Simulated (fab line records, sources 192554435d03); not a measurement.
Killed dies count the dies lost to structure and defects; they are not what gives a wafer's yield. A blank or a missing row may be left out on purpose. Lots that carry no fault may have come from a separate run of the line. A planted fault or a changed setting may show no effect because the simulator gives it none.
Split-lot study || flow n5 finfet || 21 wafers read from 7 lots, route of 1938 steps

ON THE SPLIT
At N5_MOL_CONTACT_COAG_ETCH_105 (etches SiARC in CF4, target depth 15.6 nm, time 26 s), the setting bias w was moved away from the recipe's 36 W on 6 of the 21 wafers read, by -10.4% to +17.1%. For the rest of the wafers, this setting stayed at what the recipe calls for.

The split's own step is where the reading is taken.

THE READING
rf vpp V, in V, at N5_MOL_CONTACT_COAG_ETCH_105 (etches SiARC in CF4, target depth 15.6 nm, time 26 s). Fault-free wafers of this fab line usually give 184.3 V, standard deviation 1.1 V.

{"wafer": "L083.2", "tool, chamber at the split": "rie diel-01, 3", "bias w as run, W": 36, "against the recipe": "recipe", "rf vpp V, V": 186.1, "against lot-mates on the recipe": "-"}
{"wafer": "L083.3", "tool, chamber at the split": "rie diel-01, 0", "bias w as run, W": 42.05, "against the recipe": "+16.8%", "rf vpp V, V": 205.3, "against lot-mates on the recipe": "+19.2"}
{"wafer": "L083.4", "tool, chamber at the split": "rie diel-01, 3", "bias w as run, W": 42.05, "against the recipe": "+16.8%", "rf vpp V, V": 204.1, "against lot-mates on the recipe": "+18.0"}
{"wafer": "L086.2", "tool, chamber at the split": "rie diel-01, 2", "bias w as run, W": 36, "against the recipe": "recipe", "rf vpp V, V": 184.7, "against lot-mates on the recipe": "-"}
{"wafer": "L086.3", "tool, chamber at the split": "rie diel-01, 1", "bias w as run, W": 36, "against the recipe": "recipe", "rf vpp V, V": 184.7, "against lot-mates on the recipe": "-"}
{"wafer": "L086.6", "tool, chamber at the split": "rie diel-01, 1", "bias w as run, W": 36, "against the recipe": "recipe", "rf vpp V, V": 183.2, "against lot-mates on the recipe": "-"}
{"wafer": "L088.2", "tool, chamber at the split": "rie diel-01, 2", "bias w as run, W": 36, "against the recipe": "recipe", "rf vpp V, V": 186.0, "against lot-mates on the recipe": "-"}
{"wafer": "L088.3", "tool, chamber at the split": "rie diel-01, 3", "bias w as run, W": 37.95, "against the recipe": "+5.4%", "rf vpp V, V": 193.7, "against lot-mates on the recipe": "+9.2"}
{"wafer": "L088.6", "tool, chamber at the split": "rie diel-01, 1", "bias w as run, W": 36, "against the recipe": "recipe", "rf vpp V, V": 183.0, "against lot-mates on the recipe": "-"}
{"wafer": "L090.4", "tool, chamber at the split": "rie diel-06, 3", "bias w as run, W": 42.16, "against the recipe": "+17.1%", "rf vpp V, V": 203.6, "against lot-mates on the recipe": "+21.6"}
{"wafer": "L090.5", "tool, chamber at the split": "rie diel-06, 1", "bias w as run, W": 42.16, "against the recipe": "+17.1%", "rf vpp V, V": 203.2, "against lot-mates on the recipe": "+21.2"}
{"wafer": "L090.6", "tool, chamber at the split": "rie diel-06, 2", "bias w as run, W": 36, "against the recipe": "recipe", "rf vpp V, V": 182.0, "against lot-mates on the recipe": "-"}
{"wafer": "L092.2", "tool, chamber at the split": "rie diel-06, 2", "bias w as run, W": 36, "against the recipe": "recipe", "rf vpp V, V": 183.2, "against lot-mates on the recipe": "-"}
{"wafer": "L092.3", "tool, chamber at the split": "rie diel-06, 1", "bias w as run, W": 36, "against the recipe": "recipe", "rf vpp V, V": 185.0, "against lot-mates on the recipe": "-"}
{"wafer": "L092.5", "tool, chamber at the split": "rie diel-06, 2", "bias w as run, W": 36, "against the recipe": "recipe", "rf vpp V, V": 183.8, "against lot-mates on the recipe": "-"}
{"wafer": "L094.1", "tool, chamber at the split": "rie diel-03, 1", "bias w as run, W": 36, "against the recipe": "recipe", "rf vpp V, V": 183.5, "against lot-mates on the recipe": "-"}
{"wafer": "L094.2", "tool, chamber at the split": "rie diel-03, 0", "bias w as run, W": 36, "against the recipe": "recipe", "rf vpp V, V": 185.0, "against lot-mates on the recipe": "-"}
{"wafer": "L094.3", "tool, chamber at the split": "rie diel-03, 3", "bias w as run, W": 36, "against the recipe": "recipe", "rf vpp V, V": 185.2, "against lot-mates on the recipe": "-"}
{"wafer": "L096.3", "tool, chamber at the split": "rie diel-03, 3", "bias w as run, W": 36, "against the recipe": "recipe", "rf vpp V, V": 184.4, "against lot-mates on the recipe": "-"}
{"wafer": "L096.4", "tool, chamber at the split": "rie diel-03, 2", "bias w as run, W": 36, "against the recipe": "recipe", "rf vpp V, V": 183.2, "against lot-mates on the recipe": "-"}
{"wafer": "L096.5", "tool, chamber at the split": "rie diel-03, 2", "bias w as run, W": 32.24, "against the recipe": "-10.4%", "rf vpp V, V": 170.6, "against lot-mates on the recipe": -13.2}

FIT RESULTS
A straight line over all 21 wafers: rf vpp V changes by +1.19 V for each +1% of bias w; r = +0.99; the points scatter about the line by 1.3 V.
The same after taking each lot's own level away (the mean of its wafers on the recipe; 21 wafers): +1.2 V for each +1%; r = +0.99; scatter 1.1 V.
The reading moves by 20 V for the largest change in bias w, on that fit.
From 182.00 to 186.10 V: that is the span of the lots' own levels, equal to 3.7 times the standard deviation above.
The two slopes are in agreement: the lot-to-lot level therefore moves the slope only a little.
Check: with one of the wafers moved furthest among these (+17.1%) left out of the fit, the line predicts +20.2 V for it against its lot-mates. Against them it came out at +21.6 V.
Tool readings at the split's step, against how far the setting was moved: rf vpp V r = +0.99.

THE OTHER SPLITS THESE WAFERS WENT THROUGH
These wafers also went through other splits before the reading. Each is held against what the fit with the lots' levels taken away leaves over:
{"other split on the same wafers": "N5_SD_EPI_N_PRECLEAN_49 time s", "wafers away from the commonest value": 9, "r with rf vpp V (lot level and that fit taken away)": "+0.22"}
{"other split on the same wafers": "N5_HKMG_FIN_PEB_10 peb time s", "wafers away from the commonest value": 10, "r with rf vpp V (lot level and that fit taken away)": -0.23}
{"other split on the same wafers": "N5_GATE_CUT_DESCUM_18 time s", "wafers away from the commonest value": 5, "r with rf vpp V (lot level and that fit taken away)": "+0.10"}
{"other split on the same wafers": "N5_GATE_CUT_ETCH_36 cf4 flow sccm", "wafers away from the commonest value": 8, "r with rf vpp V (lot level and that fit taken away)": "+0.08"}

FILE'S OWN FIT
rf vpp V changes by +1.22 V for each +1% of bias w, r = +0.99.
